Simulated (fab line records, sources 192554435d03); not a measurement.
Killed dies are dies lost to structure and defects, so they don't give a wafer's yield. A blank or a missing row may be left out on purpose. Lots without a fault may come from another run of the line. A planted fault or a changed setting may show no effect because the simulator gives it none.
Split-lot experiment | flow n5_finfet | 7 lots, 21 wafers read, on a route of 1938 steps

THE SPLIT
At N5_BEOL_M6_EXPOSE_08 (exposes mask M6), the setting dose_mj was moved away from the recipe's 68.25 on 7 of the 21 wafers read, by -6.8% to +3.4%. The other wafers ran this setting at the recipe's value.

FROM THE SPLIT TO THE READING: what the file shows between them, 14 steps
- N5_BEOL_M6_PEB_09: peb time 60 s
- N5_BEOL_M6_DEVELOP_10: develop time 30 s
- N5_BEOL_M6_CD_MEAS_11: target cd 38.5 nm
- N5_BEOL_M6_DESCUM_16: chemistry O2, time 7.9 s
- N5_BEOL_M6_ETCH_61: etches SiARC in CF4, target depth 45.5 nm, time 75.8 s
- N5_BEOL_M6_ETCH_62: etches SOC in N2/H2, target depth 110 nm, overetch 22 nm, time 165 s
- N5_BEOL_M6_STRIP_68: strips in N2/H2
- N5_BEOL_M6_HM_OPEN_17: chemistry Cl2/BCl3, target TiN, target depth 20 nm, overetch 6 nm
- N5_BEOL_M6_STRIP_19: strips in O2
- N5_BEOL_M6_CD_MEAS_18: pitch 80 nm, target cd 40 nm
- N5_BEOL_M6_COAT_63: time 60 s, resist thk 60 nm
- N5_BEOL_M6_COAT_64: time 60 s, resist thk 12 nm
- N5_BEOL_M6_PRECLEAN_42: cleans in residue remover, time 60 s
- N5_BEOL_M6_SRD_43: time 30 s

THE READING
cd_nm, in nm, at N5_BEOL_M6_CD_MEAS_35 (target cd 40 nm, target cd y 28 nm). Fault-free wafers of this fab line usually give 40.0 nm, standard deviation 0.44 nm.

wafer  | tool, chamber at the split | dose_mj as run | against the recipe | cd_nm, nm | against lot-mates on the recipe
L079.3 | arfi_scanner-01, 0         | 68.25          | recipe             | 41.0      | -
L079.4 | arfi_scanner-01, 0         | 66.67          | -2.3%              | 39.1      | -1.9
L079.6 | arfi_scanner-01, 0         | 66.67          | -2.3%              | 39.2      | -1.8
L085.1 | arfi_scanner-03, 0         | 70.6           | +3.4%              | 41.6      | +0.6
L085.4 | arfi_scanner-03, 0         | 70.6           | +3.4%              | 42.6      | +1.6
L085.5 | arfi_scanner-03, 0         | 68.25          | recipe             | 41.0      | -
L089.3 | arfi_scanner-03, 0         | 68.25          | recipe             | 39.7      | -
L089.5 | arfi_scanner-03, 0         | 66.79          | -2.1%              | 38.4      | -1.6
L089.6 | arfi_scanner-03, 0         | 68.25          | recipe             | 40.2      | -
L087.2 | arfi_scanner-02, 0         | 68.25          | recipe             | 39.4      | -
L087.3 | arfi_scanner-02, 0         | 68.25          | recipe             | 40.7      | -
L087.5 | arfi_scanner-02, 0         | 68.25          | recipe             | 39.6      | -
L090.2 | arfi_scanner-03, 0         | 68.25          | recipe             | 39.8      | -
L090.5 | arfi_scanner-03, 0         | 68.25          | recipe             | 40.2      | -
L090.6 | arfi_scanner-03, 0         | 68.25          | recipe             | 39.5      | -
L094.1 | arfi_scanner-02, 0         | 63.62          | -6.8%              | 36.7      | -3.3
L094.4 | arfi_scanner-02, 0         | 68.25          | recipe             | 40.0      | -
L094.6 | arfi_scanner-02, 0         | 63.62          | -6.8%              | 36.8      | -3.2
L097.2 | arfi_scanner-01, 0         | 68.25          | recipe             | 39.9      | -
L097.3 | arfi_scanner-01, 0         | 68.25          | recipe             | 39.9      | -
L097.6 | arfi_scanner-01, 0         | 68.25          | recipe             | 40.0      | -

THE FIT
A straight line over all 21 wafers: cd_nm changes by +0.514 nm for each +1% of dose_mj; r = +0.94; the points scatter about the line by 0.49 nm.
The same after taking each lot's own level away (the mean of its wafers on the recipe; 21 wafers): +0.469 nm for each +1%; r = +0.94; scatter 0.42 nm.
On that fit, the largest move of dose_mj shifts the reading by 3.2 nm.
The lots' own levels span 39.83 to 41.00 nm, that is 2.7 times the standard deviation above.
So the lot-to-lot level changes the slope little: the two slopes agree.
Check: with one of the wafers moved furthest among these (-6.8%) left out of the fit, the line predicts -3.36 nm for it against its lot-mates. It came out at -3.3 nm against them.

THE WHOLE CHAIN: every reading that the file lists as answering this split, in the file's order
step                  | what it does                                           | reading                                                               | change (the file's fit)               | r (the file's)
N5_BEOL_M6_CD_MEAS_11 | target cd 38.5 nm                                      | cd_nm                                                                 | +0.495 nm for each +1% of the setting | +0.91
N5_BEOL_M6_ETCH_61    | etches SiARC in CF4, target depth 45.5 nm, time 75.8 s | BEOL_M6.cd_offset_nm (the simulator's own value, which no gauge read) | +0.516 nm for each +1% of the setting | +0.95
N5_BEOL_M6_CD_MEAS_18 | pitch 80 nm, target cd 40 nm                           | cd_nm                                                                 | +0.507 nm for each +1% of the setting | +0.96
N5_BEOL_M6_CD_MEAS_35 | target cd 40 nm, target cd y 28 nm                     | cd_nm                                                                 | +0.493 nm for each +1% of the setting | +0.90

THE FILE'S OWN FIT
cd_nm changes by +0.493 nm for each +1% of dose_mj, r = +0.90.
